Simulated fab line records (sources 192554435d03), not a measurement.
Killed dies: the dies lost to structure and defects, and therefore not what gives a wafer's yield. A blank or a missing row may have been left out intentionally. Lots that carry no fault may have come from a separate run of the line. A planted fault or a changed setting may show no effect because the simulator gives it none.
Matching of chambers / flow n5Finfet / rieDiel-05 running N5_BEOL_M1_STRIP_66: 4 sister chambers
The step strips in CF4. 4 wafers are shown with their chamber, then 8 later ones without.

== WAFERS WITH THEIR CHAMBER ==
wafer=L087.2; chamber=3; drypumpMotorCurrentA (A)=5.2
wafer=L087.3; chamber=1; drypumpMotorCurrentA (A)=5.7
wafer=L088.3; chamber=0; drypumpMotorCurrentA (A)=5.9
wafer=L089.2; chamber=2; drypumpMotorCurrentA (A)=6.7

== WAFERS WHOSE CHAMBER IS MISSING ==
wafer=L089.4; drypumpMotorCurrentA (A)=5.2
wafer=L089.5; drypumpMotorCurrentA (A)=5.2
wafer=L091.2; drypumpMotorCurrentA (A)=5.7
wafer=L091.4; drypumpMotorCurrentA (A)=6.7
wafer=L091.5; drypumpMotorCurrentA (A)=5.2
wafer=L094.2; drypumpMotorCurrentA (A)=6.8
wafer=L094.3; drypumpMotorCurrentA (A)=5.7
wafer=L094.4; drypumpMotorCurrentA (A)=5.9

== THE CHAMBER EACH PASSED THROUGH ==
wafer=L089.4; from the rows above=3; in truth=3
wafer=L089.5; from the rows above=3; in truth=3
wafer=L091.2; from the rows above=1; in truth=1
wafer=L091.4; from the rows above=2; in truth=2
wafer=L091.5; from the rows above=3; in truth=3
wafer=L094.2; from the rows above=2; in truth=2
wafer=L094.3; from the rows above=1; in truth=1
wafer=L094.4; from the rows above=0; in truth=0
Correctly placed: 8 of 8. Number that these rows cannot place: 0. 0 placed wrongly.
How it was worked out, from the rows above alone: a wafer's distance from a chamber is the root of the sum, over the readings, of the square of ((its reading less the chamber's mean) divided by the reading's scatter). If the next closest chamber is less than 2 further off than the closest, the wafer can't be placed; otherwise it belongs to the closest. For every chamber, the mean is computed from those of its wafers that are shown. The scatter (one wafer shown for each chamber): square how far every hidden wafer sits from the nearest shown wafer, average those squares and take the square root.
